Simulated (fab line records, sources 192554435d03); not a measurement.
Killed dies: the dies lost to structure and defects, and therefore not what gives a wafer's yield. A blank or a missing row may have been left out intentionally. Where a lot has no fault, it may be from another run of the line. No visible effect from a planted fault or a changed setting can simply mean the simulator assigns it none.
A struck lot beside a sound one ; flow n5 finfet ; 41 out of 1938 route steps
Sound: wafers L115.1, L115.5, L115.6. Wafers L124.1, L124.2, L124.3 were the ones struck. Last of all comes the cause.
Each step with rows lists, per side, the tool, then ch with its chambers, then its first start. Under that, the readings that differ: sound wafers ; struck wafers ; difference of the means ; sigmas: that difference in standard deviations of wafers without a fault.
alike: readings whose means differ by less than 2 such deviations, and words and numbers that are the same on both sides. not compared: withheld readings, readings that some wafer has no value for, bounds like >300 that may hide the same value, and numbers for which the record gives no deviation and whose values overlap.
Wherever a step has rows on one side only, a row that says differs or no value, or a row with sigmas, the two part there. Non-overlapping numbers with no deviation appear without sigmas and do not part them. A reading that every wafer of one side lacks parts them only if that side has two wafers or more.

first, 5 steps without rows for these wafers: N5_HKMG_FIN_ETCH_31 (etches SiARC in CF4, target depth 45.5 nm, time 75.8 s); N5_HKMG_FIN_ETCH_32 (etches SOC in N2/H2, target depth 240 nm, time 300 s); N5_HKMG_FIN_STRIP_33 (strips in N2/H2); N5_HKMG_FIN_STRIP_34 (strips in CF4); N5_HKMG_FIN_ETCH_35 (etches SOC in N2/H2, target depth 215.8 nm, time 243.4 s).
N5_HKMG_FIN_STRIP_92: strips SOC in N2/H2, time 20 s.
  sound on rie diel-06 ch 2,3, day 4 04:31; struck on rie diel-02 ch 0,2,3, day 6 08:34
  alike: drypump motor current A, oes product au, rf vpp V, showerhead plenum p Torr, throttle valve pct
  not compared: rf hours counter h
then, 1 step without rows for these wafers: N5_HKMG_FIN_WET_ETCH_18 (etches TiN in SC1, time 55 s, target depth 5.2 nm, rinse time 30 s).
N5_HKMG_FIN_STRIP_19: strips in N2/H2, time 360 s.
  sound on plasma asher-02 ch 0,1, day 4 04:39; struck on plasma asher-01 ch 0,1, day 6 08:42
  alike: drypump motor current A, heater power w
  not compared: rf hours counter h
N5_HKMG_FIN_ALD_91: deposits TiN, target thk 1 nm, pulse time 1 s, purge time 3 s.
  sound on ald metal-01 ch 2,3, day 4 05:02; struck on ald metal-03 ch 0,1,3, day 6 09:05
  alike: heater power w, precursor pulse height rel
then, 3 steps without rows for these wafers: N5_HKMG_FIN_COAT_85 (time 60 s, resist thk 300 nm); N5_HKMG_FIN_ETCH_86 (etches SOC in N2/H2, stops on TiN, target depth 393.2 nm); N5_HKMG_FIN_STRIP_89 (strips SOC in N2/H2, time 20 s).
N5_HKMG_FIN_WET_ETCH_87: etches TiN in SC1, time 154.2 s, target depth 4.7 nm, rinse time 30 s.
  sound on wet bench-06 ch 1,2,7, day 4 05:32; struck on wet bench-02 ch 0,1,5, day 6 09:35
then, 1 step without rows for these wafers: N5_HKMG_FIN_STRIP_88 (strips in N2/H2, time 360 s).
N5_HKMG_FIN_NWFM_ALD_20: deposits TiAlC, target thk 2 nm, pulse time 3 s, purge time 2 s.
  sound on ald metal-04 ch 0,3, day 4 06:01; struck on ald metal-03 ch 0,1,3, day 6 10:04
  alike: heater power w, precursor pulse height rel
then, 15 steps without rows for these wafers: N5_HKMG_FIN_ALD_71 (deposits TiN, target thk 1 nm, pulse time 1 s, purge time 3 s); N5_HKMG_FIN_COAT_66 (time 60 s, resist thk 300 nm); N5_HKMG_FIN_ETCH_67 (etches SOC in N2/H2, stops on TiN, target depth 388.9 nm); N5_HKMG_FIN_STRIP_90 (strips SOC in N2/H2, time 20 s); N5_HKMG_FIN_WET_ETCH_73 (etches the open film in SC1, time 42.3 s, target depth 1.3 nm, rinse time 30 s); N5_HKMG_FIN_ETCHBACK_68 (etches the open film in Cl2/Ar, stops on HfO2, target depth 0.5 nm); N5_HKMG_FIN_STRIP_69 (strips in N2/H2, time 360 s); N5_HKMG_FIN_ALD_21 (deposits TiN, target thk 1.5 nm, pulse time 1 s, purge time 3 s); N5_HKMG_FIN_ALD_72 (deposits W, target thk 2 nm, pulse time 1 s, purge time 2 s); N5_HKMG_FIN_W_FILL_22 (material W, target thk 60 nm, time 18.2 s); N5_HKMG_FIN_PRECLEAN_83 (cleans in DIW, time 57.5 s); N5_HKMG_FIN_SRD_84 (dry time 32 s); N5_HKMG_FIN_CMP_23 (polishes, stops on SiNx, t overpolish 10 s, target thk 46.326 nm); N5_HKMG_FIN_CMP_94 (polishes, stops on SiNx, t overpolish 4.7 s, target thk 43.299 nm); N5_GATE_CUT_ETCHBACK_00 (etches W in SF6/Cl2).
N5_GATE_CUT_ETCH_56: etches TiN in Cl2/Ar, target depth 21.6 nm.
  sound on rie metal-02 ch 0,1, day 4 08:36; struck on rie metal-03 ch 0, day 6 12:54
  alike: drypump motor current A, oes product au, throttle valve pct
  not compared: rf hours counter h
then, 9 steps without rows for these wafers: N5_GATE_CUT_ETCHBACK_30 (etches TiN in Cl2/Ar, target depth 3 nm); N5_GATE_CUT_VAPOR_ETCH_60 (etches HfO2 in BCl3/Cl2); N5_GATE_CUT_ETCH_58 (etches SiNx in CH3F/O2, target depth 17 nm, time 128.6 s); N5_GATE_CUT_STRIP_59 (strips in N2/H2, time 20 s); N5_GATE_CUT_PRECLEAN_31 (cleans in DIW, time 300 s); N5_GATE_CUT_SRD_32 (time 30 s); N5_GATE_CUT_SAC_CAP_01 (material SiNx, target thk 24 nm, pulse time 1 s, ald cycles 480); N5_GATE_CUT_PECVD_57 (deposits SiNx from SiH4/NH3/N2, target thk 21 nm); N5_GATE_CUT_CMP_02 (polishes, stops on SiO2, t overpolish 12.7 s, target thk 0 nm).
-- a jump in the record: the struck wafers' starts before and after are 7 days apart (it breaks off in module GATE_CUT and resumes in module PASSIVATION, where the first step shown is number 1936 of the route) --
N5_PASSIVATION_PROBE_49:
  record: rows for the struck wafers here (prober-02, day 13 12:41), none for the sound ones

## WHERE THEY PART
N5_PASSIVATION_PROBE_49 only, going by this record.

WHY: what the simulator had put in
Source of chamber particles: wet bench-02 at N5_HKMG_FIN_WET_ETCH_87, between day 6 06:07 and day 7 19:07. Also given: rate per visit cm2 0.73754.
